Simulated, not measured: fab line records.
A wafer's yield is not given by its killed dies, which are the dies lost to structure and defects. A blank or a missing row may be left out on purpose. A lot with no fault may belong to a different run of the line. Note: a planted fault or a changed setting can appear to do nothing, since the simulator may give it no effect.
Comparing a struck lot with a sound one -- flow nand harc -- 41 out of 1302 route steps
Sound: these wafers, L658.1, L658.2, L658.6. Wafers L662.3, L662.5, L662.6 were the ones struck. Last of all comes the cause.
For every step that has rows: the tool of each side, followed by ch and its chambers, followed by its first start. Under that, the readings that differ: sound wafers -- struck wafers -- difference of the means -- sigmas: that difference in standard deviations of wafers without a fault.
alike: readings with means less than 2 such deviations apart, plus words and numbers identical on both sides. not compared: withheld readings, readings lacking a value on some wafer, bounds such as >300 that could conceal the same value, and numbers that have no deviation in the record and whose values overlap.
The two part at a step that has a row with sigmas, a row that says differs or no value, or rows on one side only. Numbers that have no deviation but don't overlap get no sigmas and don't part them. Lack of a reading on every wafer of one side parts them only where that side has two or more wafers.

first, 1 step without rows for these wafers: NHARC_A_CHANNEL_FILL_D1_ALD_02 (deposits SiO2, target thk 6 nm, pulse time 10 s, ald cycles 60).
NHARC_A_CHANNEL_FILL_D1_ALD_03: deposits SiNx, target thk 6 nm, pulse time 60 s, ald cycles 58.
  sound: ald sin batch-03 ch 0; struck: ald sin batch-02 ch 0
  alike: precursor pulse height rel, susceptor temp C
then, 1 step without rows for these wafers: NHARC_A_CHANNEL_FILL_D1_ALD_14 (deposits SiO2, target thk 2.5 nm, pulse time 10 s, ald cycles 25).
NHARC_A_CHANNEL_FILL_D1_ALD_15: deposits SiNx, target thk 2 nm, pulse time 60 s, ald cycles 19.
  sound: ald sin batch-02 ch 0; struck: ald sin batch-03 ch 0
  alike: precursor pulse height rel, susceptor temp C
then, 8 steps without rows for these wafers: NHARC_A_CHANNEL_FILL_D1_ALD_16 (deposits SiO2, target thk 1.5 nm, pulse time 10 s, ald cycles 15); NHARC_A_CHANNEL_FILL_D1_ANNEAL_17 (time 1800 s); NHARC_A_CHANNEL_FILL_D1_CVD_18 (deposits poly-Si, target thk 3 nm); NHARC_A_CHANNEL_FILL_D1_ETCHBACK_19 (etches the open film in HBr/Cl2, target depth 5 nm, time 1.7 s); NHARC_A_CHANNEL_FILL_D1_ETCHBACK_20 (etches the open film in C4F8/O2/Ar, target depth 27 nm, time 13.5 s); NHARC_A_CHANNEL_FILL_D1_STRIP_28 (strips in O2, time 20 s); NHARC_A_CHANNEL_FILL_D1_PRECLEAN_21 (cleans in dHF, time 30 s); NHARC_A_CHANNEL_FILL_D1_SRD_23.
NHARC_A_CHANNEL_FILL_D1_CVD_05: deposits poly-Si, target thk 5 nm.
  sound on lpcvd poly-03 ch 0, day 10 07:34; struck on lpcvd poly-02 ch 0, day 12 12:58
reading,sound,struck,difference,sigmas
spike tc bottom C (C),567.9 564.3 566.5,588.9 588.0 586.9,+21.7,+9
spike tc centre C (C),548.2 550.7 549.6,563.6 567.9 567.4,+16.8,+17
spike tc lower C (C),552.2 549.0 549.9,567.6 565.8 566.2,+16.2,+16
spike tc top C (C),576.7 576.8 576.5,592.9 590.6 591.4,+15.0,+7
spike tc upper C (C),548.7 548.4 548.2,566.4 566.6 567.0,+18.2,+15
tube center temp C (C),549.99 549.99 549.93,566.3 566.24 566.28,+16.3,+99 or more
then, 1 step without rows for these wafers: NHARC_A_CHANNEL_FILL_D1_ANNEAL_22 (time 7200 s).
NHARC_A_CHANNEL_FILL_D1_ALD_25: deposits SiOx, target thk 60 nm, pulse time 10 s, ald cycles 600.
  sound on ald hk-01 ch 0,2, day 10 16:55; struck on ald hk-01 ch 1,2, day 12 22:13
reading,sound,struck,difference,sigmas
precursor pulse height rel,1.041 1.034 1.040,0.995 1.013 0.962,-0.048,-2
  alike: heater power w, susceptor temp C
then, 5 steps without rows for these wafers: NHARC_A_CHANNEL_FILL_D1_ETCHBACK_08 (etches the open film in C4F8, target depth 220 nm, time 110 s); NHARC_A_CHANNEL_FILL_D1_STRIP_29 (strips in O2, time 20 s); NHARC_A_CHANNEL_FILL_D1_PRECLEAN_30 (cleans in dHF, time 30 s); NHARC_A_CHANNEL_FILL_D1_SRD_31; NHARC_A_CHANNEL_FILL_D1_CVD_09 (deposits poly-Si, target thk 150 nm, time 3000 s).
NHARC_A_CHANNEL_FILL_D1_CMP_10: polishes, target thk 150 nm.
  sound on cmp-02 ch 2,3, day 11 05:14; struck on cmp-03 ch 0,1,2, day 13 09:38
  alike: motor current A, time to endpoint s
following that, these wafers have no rows for 1 step: NHARC_A_CHANNEL_FILL_D1_SRD_12.
NHARC_A_CHANNEL_FILL_D1_INSPECT_13:
  sound: defect inspect-02 at day 11 05:40; struck: defect inspect-01 at day 13 10:00
  alike: raw defect count
NHARC_A_DECK1_JOINT_ETCHBACK_07: etches the open film in HBr, target depth 105 nm, time 26.9 s.
  sound on rie si-02 ch 0,2,3, day 11 05:44; struck on rie si-02 ch 1,2, day 13 10:04
  alike: drypump motor current A, hbr flow sccm, oes product au, throttle valve pct
  not compared: rf hours counter h
then, 9 steps without rows for these wafers: NHARC_A_DECK1_JOINT_ETCH_25 (etches SiO2 in dHF, target depth 0.5 nm); NHARC_A_DECK1_JOINT_ETCH_19 (etches poly-Si in TMAH, target depth 3 nm); NHARC_A_DECK1_JOINT_ETCH_18 (etches SiO2 in dHF, target depth 3 nm); NHARC_A_DECK1_JOINT_WET_08 (chemistry H3PO4, time 86 s); NHARC_A_DECK1_JOINT_ETCH_09 (etches SiO2 in dHF, target depth 5 nm); NHARC_A_DECK1_JOINT_WET_10 (chemistry H3PO4, time 86 s); NHARC_A_DECK1_JOINT_ETCH_11 (etches SiO2 in dHF, target depth 35 nm); NHARC_A_DECK1_JOINT_CVD_12 (deposits poly-Si, target thk 90 nm, time 1800 s); NHARC_A_DECK1_JOINT_CMP_13 (polishes, target thk 51.023 nm).
NHARC_A_DECK1_JOINT_THK_MEAS_14: measures by ellipsometry.
  sound: film metro-02 at day 11 19:48; struck: film metro-02 at day 13 20:25
  alike: thk nm
then, 5 steps without rows for these wafers: NHARC_A_DECK1_JOINT_SRD_04; NHARC_A_DECK1_JOINT_ETCHBACK_00 (etches the open film in HBr, target depth 30 nm, time 17.4 s); NHARC_A_DECK1_JOINT_PRECLEAN_30 (cleans in SC1); NHARC_A_DECK1_JOINT_SRD_31; NHARC_A_DECK1_JOINT_CVD_34 (deposits SiNx, target thk 20 nm).
-- jump in the record: it breaks off in module A_DECK1_JOINT and resumes in module END (first step shown: number 1301 of the route), and 15 days separate the struck wafers' starts before and after --
NHARC_END_WLT_00:
  sound: prober-02 at day 25 16:40; struck: prober-01 at day 28 15:22
reading,sound,struck,difference,sigmas
VT_DECK1_BOTTOM,0.868 0.857 0.875,0.953 0.953 0.961,+0.089,+11
VT_DECK1_BOTTOM_INNER,0.873 0.863 0.873,0.958 0.956 0.960,+0.088,+11
VT_DECK1_MEDIAN_NEAR_BOTTOM,0.880 0.870 0.870,0.955 0.960 0.965,+0.087,+10
VT_DECK1_MEDIAN_NEAR_BOTTOM_INNER,0.877 0.862 0.876,0.959 0.964 0.956,+0.088,+11
VT_DECK1_MIDDLE,0.882 0.875 0.883,0.968 0.966 0.981,+0.092,+12
VT_DECK1_MIDDLE_INNER,0.882 0.880 0.883,0.973 0.976 0.979,+0.094,+12
VT_DECK1_TOP,0.891 0.897 0.895,0.995 0.991 0.993,+0.099,+12
VT_DECK1_TOP_INNER,0.895 0.890 0.898,0.995 0.986 0.998,+0.099,+12
  alike: VT_DECK2_BOTTOM, VT_DECK2_BOTTOM_INNER, VT_DECK2_MEDIAN_NEAR_BOTTOM, VT_DECK2_MEDIAN_NEAR_BOTTOM_INNER, VT_DECK2_MIDDLE, VT_DECK2_MIDDLE_INNER, VT_DECK2_TOP, VT_DECK2_TOP_INNER
NHARC_END_SORT_01:
  sound on prober-02 ch 0, day 25 19:38; struck on prober-01 ch 0, day 28 18:57
  alike: killed at array, killed at other, killed at periphery, killed dies, killed open, killed short

WHERE THEY PART
Earliest at NHARC_A_CHANNEL_FILL_D1_CVD_05; latest, in this record, at NHARC_END_WLT_00. Later steps at which nothing parts them and some readings are alike: NHARC_END_SORT_01.

WHY: what the simulator had put in
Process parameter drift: lpcvd poly-02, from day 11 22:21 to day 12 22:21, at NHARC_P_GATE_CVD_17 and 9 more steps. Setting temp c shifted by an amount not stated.
